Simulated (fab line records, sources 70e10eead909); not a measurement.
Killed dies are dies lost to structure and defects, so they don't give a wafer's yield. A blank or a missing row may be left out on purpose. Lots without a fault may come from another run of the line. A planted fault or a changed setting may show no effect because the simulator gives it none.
A struck lot beside a sound one | flow nand_harc | 19 steps out of a route of 1302
Sound: wafers L387.1, L387.2, L387.6. Struck: wafer L394.2. (L394.4 of the same lot was not struck and is left out.) The cause comes at the end.
At each step with rows: each side's tool, then ch and its chambers, then its first start. Under that, the readings that differ: sound wafers | struck wafers | difference of the means | sigmas: that difference in standard deviations of wafers without a fault.
alike: readings whose means differ by less than 2 such deviations, and words and numbers that are the same on both sides. not compared: withheld readings, readings that some wafer has no value for, bounds like >300 that may hide the same value, and numbers for which the record gives no deviation and whose values overlap.
The two part at a step that has a row with sigmas, a row that says differs or no value, or rows on one side only. Numbers that don't overlap but have no deviation are shown without sigmas and don't part them. A reading that every wafer of one side lacks parts them only if that side has two wafers or more.

NHARC_P_CONTACT_CMP_01: polishes SiO2, target thk 200 nm.
  sound on cmp-04 ch 0,3, day 10 19:05; struck on cmp-04 ch 2, day 13 08:11
  alike: motor_current_A
then, 10 steps without rows for these wafers: NHARC_P_CONTACT_SRD_03; NHARC_P_CONTACT_DEHYDRATE_04 (time 120 s); NHARC_P_CONTACT_HMDS_05 (time 30 s); NHARC_P_CONTACT_COAT_33 (time 75 s); NHARC_P_CONTACT_COAT_34 (time 65 s); NHARC_P_CONTACT_COAT_06 (resist thk 90 nm); NHARC_P_CONTACT_SOFTBAKE_07 (time 55 s); NHARC_P_CONTACT_EBR_08; NHARC_P_CONTACT_EXPOSE_09 (exposes mask P CA, target cd 90 nm); NHARC_P_CONTACT_PEB_10 (peb time 65 s).
NHARC_P_CONTACT_DEVELOP_11: develop time 35 s.
  sound on litho_track-04 ch 0, day 10 19:00; struck on litho_track-06 ch 0, day 13 08:00
  reading                | sound             | struck | difference | sigmas
  resist_line_temp_C (C) | 23.00 22.93 22.78 | 23.13  | +0.23      | +2
NHARC_P_CONTACT_CD_MEAS_12: target cd 90 nm.
  sound on cd_sem-01 ch 0, day 10 19:47; struck on cd_sem-02 ch 0, day 13 09:01
  reading    | sound          | struck | difference | sigmas
  cd_nm (nm) | 89.9 90.9 89.9 | 93.3   | +3.1       | +5
NHARC_P_CONTACT_OVL_MEAS_13:
  sound on overlay-02, day 10 19:53; struck on overlay-01, day 13 09:06
  alike: overlay_x_nm, overlay_y_nm
NHARC_P_CONTACT_INSPECT_14:
  sound on defect_inspect-02, day 10 19:55; struck on defect_inspect-01, day 13 09:08
  alike: raw_defect_count
NHARC_P_CONTACT_DESCUM_17: chemistry O2, time 3 s.
  sound on rie_diel-06 ch 0,2, day 10 19:59; struck on rie_diel-13 ch 2, day 13 09:13
  reading                         | sound             | struck | difference | sigmas
  oes_product_au (a.u.)           | 1.005 1.018 1.019 | 0.982  | -0.032     | -3
  showerhead_plenum_p_Torr (Torr) | 1.97 2.02 2.02    | 1.80   | -0.20      | -3
  model.P_CONTACT.cd_nm (nm)      | 89.9 91.23 90.22  | 92.55  | +2.10      |
  alike: drypump_motor_current_A, o2_flow_sccm, rf_vpp_V, throttle_valve_pct
  not compared: rf_hours_counter_h
NHARC_P_CONTACT_ETCH_35: etches the open film in CF4, target depth 39 nm, time 65 s.
  sound on rie_diel-06 ch 0,1,3, day 10 20:04; struck on rie_diel-13 ch 0, day 13 09:17
  reading                    | sound             | struck | difference | sigmas
  model.P_CONTACT.cd_nm (nm) | 89.88 90.86 90.71 | 92.23  | +1.75      |
  alike: cf4_flow_sccm, drypump_motor_current_A, oes_product_au, rf_vpp_V, showerhead_plenum_p_Torr, throttle_valve_pct
  not compared: rf_hours_counter_h
NHARC_P_CONTACT_ETCH_36: etches the open film in N2/H2, target depth 260 nm, time 406.25 s.
  sound on rie_diel-06 ch 0,1,3; struck on rie_diel-13 ch 1
  alike: drypump_motor_current_A, oes_product_au, rf_vpp_V, showerhead_plenum_p_Torr, throttle_valve_pct
  not compared: rf_hours_counter_h
-- the record jumps here: 18 days lie between the struck wafers' starts before and after (it left off in module P_CONTACT and takes up again in module END, whose first step shown is number 1302 of the route) --
NHARC_END_SORT_01:
  sound on prober-01 ch 0, day 29 08:22; struck on prober-02 ch 0, day 31 12:12
  reading         | sound    | struck | difference | sigmas
  killed_at_array | 53 61 53 | 93     | +37        | +2
  killed_dies     | 59 67 60 | 97     | +35        | +2
  alike: killed_at_other, killed_at_periphery, killed_open, killed_short

WHERE THEY PART
First at NHARC_P_CONTACT_DEVELOP_11; last, within this record, at NHARC_END_SORT_01.

WHY: what the simulator had put in
Process parameter drift: litho_track-06, from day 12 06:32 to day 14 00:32, at NHARC_P_CONTACT_DEVELOP_11. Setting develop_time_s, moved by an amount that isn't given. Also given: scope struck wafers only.
